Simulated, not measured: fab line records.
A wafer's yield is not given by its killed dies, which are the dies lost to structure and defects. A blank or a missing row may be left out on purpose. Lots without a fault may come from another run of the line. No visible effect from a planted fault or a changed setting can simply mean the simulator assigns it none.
Matching of chambers / flow nand harc / ald hk-02 running NHARC_A_STAIRCASE_ALD_415: 4 sister chambers
The step deposits SiO2, target thk 30 nm, pulse time 6 s, ald cycles 300. 20 wafers are shown with their chamber, then 10 later ones without.

EACH WAFER AND ITS CHAMBER
wafer=L076.1; chamber=2; heater power w (W)=424; precursor pulse height rel=1.004
wafer=L076.2; chamber=1; heater power w (W)=468; precursor pulse height rel=0.991
wafer=L076.4; chamber=3; heater power w (W)=459; precursor pulse height rel=1.021
wafer=L077.2; chamber=3; heater power w (W)=463; precursor pulse height rel=0.985
wafer=L077.3; chamber=0; heater power w (W)=470; precursor pulse height rel=0.983
wafer=L077.5; chamber=0; heater power w (W)=468; precursor pulse height rel=1.005
wafer=L080.1; chamber=3; heater power w (W)=467; precursor pulse height rel=1.025
wafer=L080.2; chamber=1; heater power w (W)=456; precursor pulse height rel=0.996
wafer=L080.6; chamber=1; heater power w (W)=469; precursor pulse height rel=0.985
wafer=L081.2; chamber=3; heater power w (W)=458; precursor pulse height rel=0.984
wafer=L081.3; chamber=1; heater power w (W)=466; precursor pulse height rel=0.982
wafer=L081.5; chamber=2; heater power w (W)=436; precursor pulse height rel=1.039
wafer=L085.2; chamber=0; heater power w (W)=472; precursor pulse height rel=0.995
wafer=L085.3; chamber=2; heater power w (W)=449; precursor pulse height rel=1.002
wafer=L085.6; chamber=2; heater power w (W)=425; precursor pulse height rel=0.989
wafer=L088.1; chamber=2; heater power w (W)=446; precursor pulse height rel=1.009
wafer=L088.4; chamber=3; heater power w (W)=465; precursor pulse height rel=1.001
wafer=L088.5; chamber=1; heater power w (W)=475; precursor pulse height rel=1.026
wafer=L090.1; chamber=1; heater power w (W)=468; precursor pulse height rel=0.967
wafer=L090.3; chamber=3; heater power w (W)=466; precursor pulse height rel=0.968

SIGNATURES, as means of the wafers listed above
reading=heater power w; chamber 0=470.00; chamber 1=467.00; chamber 2=436.00; chamber 3=463.00; scatter within a chamber=7.09
reading=precursor pulse height rel; chamber 0=0.99433; chamber 1=0.99117; chamber 2=1.00860; chamber 3=0.99733; scatter within a chamber=0.0195
Rule: for a wafer and a chamber, the distance is found by dividing, reading by reading, the gap between the wafer's reading and the chamber's mean by the reading's scatter, squaring, summing and taking the root. The wafer belongs to the nearest chamber; if the next one is less than 2 further off, it can't be placed. The scatter: take each reading less its chamber's mean, square it, sum over the shown wafers, divide by the number of wafers less the number of chambers, and take the root.

WAFERS MISSING THEIR CHAMBER
wafer=L090.5; heater power w (W)=484; precursor pulse height rel=1.008
wafer=L093.1; heater power w (W)=464; precursor pulse height rel=0.991
wafer=L093.5; heater power w (W)=423; precursor pulse height rel=1.003
wafer=L093.6; heater power w (W)=470; precursor pulse height rel=1.015
wafer=L092.1; heater power w (W)=464; precursor pulse height rel=0.979
wafer=L092.2; heater power w (W)=468; precursor pulse height rel=0.978
wafer=L092.4; heater power w (W)=433; precursor pulse height rel=1.019
wafer=L096.3; heater power w (W)=445; precursor pulse height rel=1.035
wafer=L096.4; heater power w (W)=463; precursor pulse height rel=1.004
wafer=L096.6; heater power w (W)=459; precursor pulse height rel=1.010

CHAMBER TAKEN BY EACH
wafer=L090.5; from the rows above=can't be placed: 0 or 1 or 3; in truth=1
wafer=L093.1; from the rows above=can't be placed: 3 or 1 or 0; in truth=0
wafer=L093.5; from the rows above=2; in truth=2
wafer=L093.6; from the rows above=can't be placed: 0 or 1 or 3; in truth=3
wafer=L092.1; from the rows above=can't be placed: 1 or 3 or 0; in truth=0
wafer=L092.2; from the rows above=can't be placed: 1 or 0 or 3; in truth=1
wafer=L092.4; from the rows above=2; in truth=2
wafer=L096.3; from the rows above=can't be placed: 2 or 3 or 1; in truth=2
wafer=L096.4; from the rows above=can't be placed: 3 or 1 or 0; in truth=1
wafer=L096.6; from the rows above=can't be placed: 3 or 1 or 0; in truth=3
Placed correctly: 2 of 10. Cannot be placed on the basis of these rows: 8; the candidates contain the true chamber in 8. Placed wrongly: 0.
